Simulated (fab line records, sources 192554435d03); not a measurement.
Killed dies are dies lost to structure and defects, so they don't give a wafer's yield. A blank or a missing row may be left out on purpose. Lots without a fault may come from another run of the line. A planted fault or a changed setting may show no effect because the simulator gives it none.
A struck lot beside a sound one | flow n5_finfet | 36 steps out of a route of 1938
Sound: wafers L716.2, L716.3, L716.5. Struck: wafers L694.5, L694.6. (L694.1 of the same lot was not struck and is left out.) The cause comes at the end.
At each step with rows: each side's tool, then ch and its chambers, then its first start. Under that, the readings that differ: sound wafers | struck wafers | difference of the means | sigmas: that difference in standard deviations of wafers without a fault.
alike: readings whose means differ by less than 2 such deviations, and words and numbers that are the same on both sides. not compared: withheld readings, readings that some wafer has no value for, bounds like >300 that may hide the same value, and numbers for which the record gives no deviation and whose values overlap.
The two part at a step that has a row with sigmas, a row that says differs or no value, or rows on one side only. Numbers that don't overlap but have no deviation are shown without sigmas and don't part them. A reading that every wafer of one side lacks parts them only if that side has two wafers or more.

first, 9 steps without rows for these wafers: N5_BEOL_M10_ALD_74 (deposits TaN, target thk 2 nm, pulse time 2 s, purge time 3 s); N5_BEOL_M10_SURFACE_TREAT_76; N5_BEOL_M10_CVD_75 (deposits Co from CCTBA/H2, target thk 2 nm, time 138.9 s); N5_BEOL_M10_SPUTTER_48 (material Cu, target thk 12 nm, time 2 s); N5_BEOL_M10_ECD_50 (material Cu, target thk 318 nm); N5_BEOL_M10_ANNEAL_51 (time 90 s); N5_BEOL_M10_CMP_52 (polishes, stops on SiCOH lowk, t overpolish 7 s, target thk 140 nm); N5_BEOL_M10_PRE_CLEAN_55 (time 15 s); N5_BEOL_M10_DEP_56 (deposits SiCN from 3MS/NH3, target thk 15 nm, time 26.5 s).
N5_BEOL_M11_ILD_DEP_00: deposits SiCOH lowk from DEMS/porogen, target thk 308.51 nm, time 58 s.
  sound on pecvd-01 ch 0,1,2, day 16 02:52; struck on pecvd-01 ch 0,1, day 10 22:21
  reading                                             | sound             | struck    | difference | sigmas
  run_length_s (s)                                    | 100.9 100.3 100.8 | 82.7 83.1 | -17.8      | -27
  model.SiCOH_lowk_of_BEOL_M11_ILD_DEP_00.thk_nm (nm) | 303.2 309.8 309.8 | 218 215.8 | -91        |
  alike: heater_power_w, showerhead_plenum_p_Torr, throttle_valve_pct
then, 1 step without rows for these wafers: N5_BEOL_M11_CURE_71 (cures SiCOH lowk, time 240 s).
N5_BEOL_M11_THK_MEAS_01:
  sound on film_metro-02, day 16 03:27; struck on film_metro-02, day 10 22:56
  reading          | sound       | struck  | difference | sigmas
  M11_ILD_THK (nm) | 263 269 269 | 188 187 | -80        | -23
then, 23 steps without rows for these wafers: N5_BEOL_M11_PECVD_70 (deposits SiO2 from TEOS/O2, target thk 20 nm, time 22.7 s); N5_BEOL_M11_HM_DEP_02 (deposits TiN, target thk 20 nm); N5_BEOL_M11_COAT_59 (time 60 s, resist thk 100 nm); N5_BEOL_M11_COAT_60 (time 60 s, resist thk 30 nm); N5_BEOL_M11_COAT_05 (resist thk 90 nm); N5_BEOL_M11_EBR_07; N5_BEOL_M11_SOFTBAKE_06 (time 60 s); N5_BEOL_M11_EXPOSE_08 (exposes mask M11); N5_BEOL_M11_PEB_09 (peb time 60 s); N5_BEOL_M11_DEVELOP_10 (develop time 30 s); N5_BEOL_M11_DESCUM_16 (chemistry O2, time 7.9 s); N5_BEOL_M11_ETCH_61 (etches SiARC in CF4, target depth 39 nm, time 65 s); N5_BEOL_M11_ETCH_62 (etches SOC in N2/H2, target depth 110 nm, overetch 22 nm, time 165 s); N5_BEOL_M11_STRIP_68 (strips in N2/H2); N5_BEOL_M11_STRIP_67 (strips in CF4); N5_BEOL_M11_HM_OPEN_17 (chemistry Cl2/BCl3, target TiN, target depth 20 nm, overetch 6 nm); N5_BEOL_M11_STRIP_19 (strips in O2); N5_BEOL_M11_COAT_63 (time 60 s, resist thk 100 nm); N5_BEOL_M11_COAT_64 (time 60 s, resist thk 30 nm); N5_BEOL_M11_COAT_22 (resist thk 90 nm); N5_BEOL_M11_EBR_24; N5_BEOL_M11_SOFTBAKE_23 (time 60 s); N5_BEOL_M11_EXPOSE_25 (exposes mask V10).
N5_BEOL_M11_CMP_52: polishes, stops on SiCOH lowk, t overpolish 7 s, target thk 140 nm.
  sound on cmp-02 ch 0,2, day 16 09:14; struck on cmp-02 ch 1,2, day 11 07:31
  reading                                             | sound             | struck      | difference | sigmas
  model.SiCOH_lowk_of_BEOL_M11_ILD_DEP_00.thk_nm (nm) | 260.2 266.2 266.2 | 185.4 183.4 | -79.8      |
  alike: motor_current_A

WHERE THEY PART
First at N5_BEOL_M11_ILD_DEP_00; last, within this record, at N5_BEOL_M11_THK_MEAS_01. Later steps at which nothing parts them and some readings are alike: N5_BEOL_M11_CMP_52.

WHY: what the simulator had put in
Process parameter drift: pecvd-01, from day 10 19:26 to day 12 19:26, at N5_BEOL_M11_ILD_DEP_00. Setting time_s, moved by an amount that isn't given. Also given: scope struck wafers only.
